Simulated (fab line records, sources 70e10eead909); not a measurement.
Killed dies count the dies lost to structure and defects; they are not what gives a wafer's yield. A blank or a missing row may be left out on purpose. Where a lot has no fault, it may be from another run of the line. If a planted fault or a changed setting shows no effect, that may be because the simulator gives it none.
Struck lot and sound lot, side by side -- flow nand_harc -- 16 out of 1302 route steps
Sound: the wafers L317.1, L317.3, L317.6. Struck: wafers L328.1, L328.3. (L328.4 of the same lot was not struck and is left out.) The cause comes at the end.
Per side, at each step with rows, come the tool, then ch with its chambers, and then its first start. Under that, the readings that differ: sound wafers -- struck wafers -- difference of the means -- sigmas: that difference in standard deviations of wafers without a fault.
alike: readings with means less than 2 such deviations apart, plus words and numbers identical on both sides. not compared: withheld readings, readings lacking a value on some wafer, bounds such as >300 that could conceal the same value, and numbers that have no deviation in the record and whose values overlap.
The two part at a step that has a row with sigmas, a row that says differs or no value, or rows on one side only. Numbers that have no deviation but don't overlap get no sigmas and don't part them. A reading missing from all wafers of one side parts the sides only when that side holds two or more wafers.

NHARC_P_M0_OVL_MEAS_10: pitch 180 nm.
  sound: overlay-01 at day 6 17:32; struck: overlay-02 at day 11 12:16
  alike: overlay_x_nm, overlay_y_nm
NHARC_P_M0_INSPECT_11:
  sound: defect_inspect-02 at day 6 17:35; struck: defect_inspect-01 at day 11 12:18
  alike: raw_defect_count
then, 1 step without rows for these wafers: NHARC_P_M0_DESCUM_14 (chemistry O2, time 3 s).
NHARC_P_M0_ETCH_34: etches the open film in N2/H2, target depth 40 nm, overetch 12 nm, time 43.94 s.
  sound on rie_diel-01 ch 1,2, day 6 17:44; struck on rie_diel-08 ch 0,3, day 11 12:27
reading,sound,struck,difference,sigmas
oes_product_au (a.u.),0.998 1.000 0.992,1.006 1.020,+0.016,+2
  alike: drypump_motor_current_A, rf_vpp_V, showerhead_plenum_p_Torr, throttle_valve_pct
  not compared: rf_hours_counter_h
then, 1 step without rows for these wafers: NHARC_P_M0_ETCH_15 (etches the open film in C4F8/Ar, target depth 150 nm, overetch 15 nm, time 82.5 s).
NHARC_P_M0_CD_MEAS_16:
  sound: cd_sem-03 at day 6 17:56; struck: cd_sem-02 at day 11 12:40
  alike: cd_nm
then, 2 steps without rows for these wafers: NHARC_P_M0_STRIP_18 (strips in N2/H2); NHARC_P_M0_STRIP_19 (strips in post etch residue remover, time 600 s).
NHARC_P_M0_DEGAS_28: time 60 s.
  sound: pvd_sputter-03 at day 6 18:34; struck: pvd_sputter-01 at day 11 13:17
  alike: heater_power_w
NHARC_P_M0_PRE_CLEAN_29: time 30 s.
  sound on pvd_sputter-03; struck on pvd_sputter-01
  alike: heater_power_w
NHARC_P_M0_PVD_20: deposits TaN, target thk 5 nm, time 8.06 s.
  sound on pvd_sputter-03; struck on pvd_sputter-01
  alike: throttle_valve_pct
then, 1 step without rows for these wafers: NHARC_P_M0_PVD_21 (deposits Cu, target thk 30 nm, time 20.49 s).
NHARC_P_M0_ECD_22: material Cu, target thk 400 nm.
  sound on ecd_cu-01 ch 0,1, day 6 18:58; struck on ecd_cu-02 ch 0,1, day 11 13:41
NHARC_P_M0_ANNEAL_30: time 90 s.
  sound on rtp_anneal-01 ch 0, day 6 19:18; struck on rtp_anneal-01 ch 0, day 11 14:02
  alike: anneal_temp_c, wafer_temp_C_max
NHARC_P_M0_CMP_23: polishes, t overpolish 20 s, target thk 117.54 nm.
  sound on cmp-02 ch 0,3, day 6 19:38; struck on cmp-02 ch 0,1, day 11 14:25
reading,sound,struck,difference,sigmas
time_to_endpoint_s (s),28.9 25.8 25.6,11.4 10.7,-15.7,-8
  alike: motor_current_A, retaining_ring_pressure_frac, slurry_flow_ml_min
NHARC_P_M0_THK_MEAS_24: measures by xrf.
  sound: film_metro-02 at day 6 19:58; struck: film_metro-01 at day 11 14:42
  alike: thk_nm

== WHERE THEY PART ==
First at NHARC_P_M0_ETCH_34; last, within this record, at NHARC_P_M0_CMP_23. Later steps at which nothing parts them and some readings are alike: NHARC_P_M0_THK_MEAS_24.

WHY: what had been put in by the simulator
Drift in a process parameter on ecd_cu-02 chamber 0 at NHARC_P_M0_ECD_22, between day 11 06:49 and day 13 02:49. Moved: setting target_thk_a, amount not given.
